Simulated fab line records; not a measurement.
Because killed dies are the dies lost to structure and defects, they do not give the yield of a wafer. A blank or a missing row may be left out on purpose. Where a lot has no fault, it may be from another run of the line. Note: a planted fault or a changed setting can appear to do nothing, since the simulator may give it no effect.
Which tool is to blame? -- flow n5 finfet -- 30 wafers from 10 lots sampled at 5 of the route's 1938 steps

WHAT THE GAUGES SHOWED, per wafer
N5_BEOL_M10_CD_MEAS_28: target cd 70 nm. Usual: cd nm reads 69.9 nm (standard deviation 0.96).
lot,measured,on,cd nm (nm),flag
L747,day 10 09:04,cd sem-02,69.7 70.5 69.3,
L748,day 10 10:26,cd sem-02,69.2 71.2 69.6,
L753,day 11 20:01,cd sem-02,69.6 69.4 68.8,
L755,day 11 22:11,cd sem-02,68.8 70.9 69.5,
L757,day 12 12:52,cd sem-01,71.4 70.0 69.7,
L760,day 13 16:32,cd sem-02,70.0 70.7 69.8,
L765,day 14 18:49,cd sem-01,67.8 68.4 69.0,
L767,day 14 22:07,cd sem-01,75.4 75.2 75.9,OFF
L768,day 15 03:37,cd sem-03,77.1 77.8 77.8,OFF
L769,day 16 02:19,cd sem-01,67.7 69.4 69.9,

WHICH TOOL RAN EACH LOT (tool, then ch and the chambers of the sampled wafers, then the start)
lot,N5_BEOL_M10_DESCUM_16,N5_BEOL_M10_ETCH_62,N5_BEOL_M10_STRIP_67,N5_BEOL_M10_PEB_26
L747,"rie diel-05 ch 0,1,3, day 10 07:03","rie diel-05 ch 0,1,3, day 10 07:08","rie diel-05 ch 0,1,3, day 10 07:17","litho track-03 ch 0, day 10 08:59"
L748,"rie diel-04 ch 0,1,2, day 10 08:56","rie diel-04 ch 0,1,2, day 10 09:01","rie diel-04 ch 0,1,2, day 10 09:10","litho track-01 ch 0, day 10 10:23"
L753,"rie diel-04 ch 0,1,3, day 11 18:17","rie diel-04 ch 0,1,3, day 11 18:22","rie diel-04 ch 0,1,3, day 11 18:31","litho track-04 ch 0, day 11 19:57"
L755,"rie diel-05 ch 0,1,3, day 11 21:17","rie diel-05 ch 0,1,3, day 11 21:22","rie diel-05 ch 0,1,3, day 11 21:31","litho track-01 ch 0, day 11 22:07"
L757,"rie diel-05 ch 0,2,3, day 12 11:54","rie diel-05 ch 0,2,3, day 12 11:59","rie diel-05 ch 0,2,3, day 12 12:08","litho track-01 ch 0, day 12 12:48"
L760,"rie diel-04 ch 1,3, day 13 13:37","rie diel-04 ch 1,3, day 13 13:42","rie diel-04 ch 1,3, day 13 13:51","litho track-03 ch 0, day 13 16:28"
L765,"rie diel-04 ch 0,1,2, day 14 17:13","rie diel-04 ch 0,1,2, day 14 17:18","rie diel-04 ch 0,1,2, day 14 17:27","litho track-04 ch 0, day 14 18:44"
L767,"rie diel-01 ch 0,1, day 14 20:19","rie diel-01 ch 0,1, day 14 20:23","rie diel-01 ch 0,1, day 14 20:32","litho track-03 ch 0, day 14 22:03"
L768,"rie diel-05 ch 0,1,3, day 15 02:51","rie diel-05 ch 0,1,3, day 15 02:56","rie diel-05 ch 0,1,3, day 15 03:05","litho track-03 ch 0, day 15 03:34"
L769,"rie diel-05 ch 1,2,3, day 16 01:21","rie diel-05 ch 1,2,3, day 16 01:26","rie diel-05 ch 1,2,3, day 16 01:35","litho track-04 ch 0, day 16 02:14"
- N5_BEOL_M10_DESCUM_16: chemistry O2, time 7.9 s.
- N5_BEOL_M10_ETCH_62: etches SOC in N2/H2, target depth 110 nm, overetch 22 nm, time 165 s.
- N5_BEOL_M10_STRIP_67: strips in CF4.
- N5_BEOL_M10_PEB_26: peb time 60 s.

AS READ BY THE TOOLS THEMSELVES (means over the sampled wafers that have a number; for cases with no such wafer, the mark the record gives instead)
N5_BEOL_M10_DESCUM_16. Usual: drypump motor current A 5.9 A, standard deviation 0.49; oes product au 0.80 a.u., standard deviation 0.089; rf vpp V 243.6 V, standard deviation 1.2; showerhead plenum p Torr 2.12 Torr, standard deviation 0.063; throttle valve pct 20.39 %, standard deviation 0.29.
lot,tool,drypump motor current A (A),oes product au (a.u.),rf vpp V (V),showerhead plenum p Torr (Torr),throttle valve pct (%),flag
L747,rie diel-05,5.8,0.83,243.7,2.12,20.32,
L748,rie diel-04,6.0,0.78,242.9,2.06,20.30,
L753,rie diel-04,6.0,0.82,244.0,2.16,20.26,
L755,rie diel-05,5.8,0.81,242.8,2.11,20.34,
L757,rie diel-05,5.9,0.75,244.4,2.09,20.45,
L760,rie diel-04,5.7,0.73,244.0,2.10,20.56,
L765,rie diel-04,6.0,0.82,244.2,2.14,20.21,
L767,rie diel-01,6.3,0.81,243.2,2.11,20.82,
L768,rie diel-05,5.8,0.79,244.6,2.11,20.38,
L769,rie diel-05,6.2,0.76,243.5,2.12,20.46,

N5_BEOL_M10_ETCH_62. Usual: drypump motor current A 5.9 A, standard deviation 0.49; oes product au 0.68 a.u., standard deviation 0.071; rf vpp V 524.7 V, standard deviation 2.1; showerhead plenum p Torr 2.57 Torr, standard deviation 0.075; throttle valve pct 17.7 %, standard deviation 0.31.
lot,tool,drypump motor current A (A),oes product au (a.u.),rf vpp V (V),showerhead plenum p Torr (Torr),throttle valve pct (%),flag
L747,rie diel-05,5.8,0.71,524.8,2.57,17.6,
L748,rie diel-04,6.0,0.66,522.5,2.51,17.7,
L753,rie diel-04,6.0,0.69,525.4,2.62,17.7,
L755,rie diel-05,5.8,0.69,525.0,2.56,17.6,
L757,rie diel-05,5.9,0.65,523.3,2.54,17.8,
L760,rie diel-04,5.7,0.62,523.6,2.56,18.0,
L765,rie diel-04,6.0,0.70,526.3,2.60,17.6,
L767,rie diel-01,6.2,0.69,524.1,2.56,18.2,
L768,rie diel-05,5.8,0.66,524.5,2.55,17.7,
L769,rie diel-05,6.1,0.65,524.5,2.58,17.8,

N5_BEOL_M10_STRIP_67. Usual: drypump motor current A 5.9 A, standard deviation 0.49; oes product au 0.80 a.u., standard deviation 0.083; rf vpp V 271.6 V, standard deviation 1.3; showerhead plenum p Torr 1.82 Torr, standard deviation 0.048; throttle valve pct 13.56 %, standard deviation 0.29.
lot,tool,drypump motor current A (A),oes product au (a.u.),rf vpp V (V),showerhead plenum p Torr (Torr),throttle valve pct (%),flag
L747,rie diel-05,5.8,0.84,271.8,1.82,13.48,
L748,rie diel-04,6.0,0.78,271.4,1.78,13.50,
L753,rie diel-04,6.0,0.81,273.4,1.84,13.47,
L755,rie diel-05,5.8,0.82,271.3,1.81,13.50,
L757,rie diel-05,5.9,0.76,272.0,1.79,13.66,
L760,rie diel-04,5.7,0.72,270.2,1.80,13.78,
L765,rie diel-04,6.0,0.82,271.6,1.84,13.40,
L767,rie diel-01,6.2,0.81,271.5,1.81,13.90,
L768,rie diel-05,5.8,0.79,271.8,1.80,13.56,
L769,rie diel-05,6.2,0.77,271.4,1.81,13.65,

THE ANSWER, worked out from the rows above alone
Rule: a lot is off if the mean of its wafers that have a number lies more than 3 standard deviations from the usual mean. A lot without any number at a reading at which 4 lots or more have one is off too. All remaining lots with rows at the step are treated as sound. The gauges are gone through in route order, then the tools' own readings, and for those a lot's mean is taken as printed above. The first step at which some lot is off is used, and at that step the reading that is off furthest; a lot without a number counts as furthest.
Off: L767, L768, at N5_BEOL_M10_CD_MEAS_28 (cd nm).
A tool fits if, at a process step before that reading, it ran every lot that is off, and no sound lot after the first of them. Gauges at N5_BEOL_M10_CD_MEAS_28: tried the same way as those tools. One candidate fits, namely litho track-03 at N5_BEOL_M10_PEB_26. A fault onset in the window from L760 (day 13 16:28, its last sound lot) to L767 (day 14 22:03, its first lot off) fits.

WHAT THE SIMULATOR HAD INSERTED
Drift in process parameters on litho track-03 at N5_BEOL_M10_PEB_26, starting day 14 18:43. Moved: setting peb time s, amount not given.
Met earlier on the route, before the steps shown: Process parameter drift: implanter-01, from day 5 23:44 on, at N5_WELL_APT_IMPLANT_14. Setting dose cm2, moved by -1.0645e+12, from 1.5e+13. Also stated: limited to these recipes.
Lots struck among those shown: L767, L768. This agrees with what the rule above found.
